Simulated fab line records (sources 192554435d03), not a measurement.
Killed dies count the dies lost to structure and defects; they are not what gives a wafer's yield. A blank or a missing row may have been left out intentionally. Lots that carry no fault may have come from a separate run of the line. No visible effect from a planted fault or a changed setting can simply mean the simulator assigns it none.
Matching of chambers / flow n5 finfet / N5_BEOL_M1_ETCH_74 on rie diel-03 has 4 sister chambers
The step etches underlayer in N2/H2, target depth 6.5 nm, time 5.2 s. 4 wafers are shown with their chamber, then 8 later ones without.

## WAFERS PAIRED WITH THEIR CHAMBERS
wafer=L082.5; chamber=0; showerhead plenum p Torr (Torr)=2.70
wafer=L083.1; chamber=3; showerhead plenum p Torr (Torr)=2.64
wafer=L083.5; chamber=2; showerhead plenum p Torr (Torr)=2.45
wafer=L086.1; chamber=1; showerhead plenum p Torr (Torr)=2.68

## WAFERS WITH NO CHAMBER GIVEN
wafer=L086.2; showerhead plenum p Torr (Torr)=2.64
wafer=L086.4; showerhead plenum p Torr (Torr)=2.68
wafer=L087.1; showerhead plenum p Torr (Torr)=2.70
wafer=L087.2; showerhead plenum p Torr (Torr)=2.64
wafer=L087.6; showerhead plenum p Torr (Torr)=2.68
wafer=L096.1; showerhead plenum p Torr (Torr)=2.63
wafer=L096.2; showerhead plenum p Torr (Torr)=2.67
wafer=L096.4; showerhead plenum p Torr (Torr)=2.69

## EACH ONE'S CHAMBER
wafer=L086.2; from the rows above=3; in truth=3
wafer=L086.4; from the rows above=1; in truth=1
wafer=L087.1; from the rows above=0; in truth=0
wafer=L087.2; from the rows above=3; in truth=3
wafer=L087.6; from the rows above=1; in truth=1
wafer=L096.1; from the rows above=3; in truth=3
wafer=L096.2; from the rows above=1; in truth=1
wafer=L096.4; from the rows above=can't be placed: 1 or 0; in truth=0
Correctly placed: 7 of 8. Can't be placed from these rows: 1 (the true chamber is among the candidates in 1). 0 placed wrongly.
How it was worked out, from the rows above alone: a wafer's distance from a chamber is the root of the sum, over the readings, of the square of ((its reading less the chamber's mean) divided by the reading's scatter). If the next closest chamber is less than 2 further off than the closest, the wafer can't be placed; otherwise it belongs to the closest. A chamber's mean is the mean of its shown wafers. The scatter (one wafer shown for each chamber): square how far every hidden wafer sits from the nearest shown wafer, average those squares and take the square root.
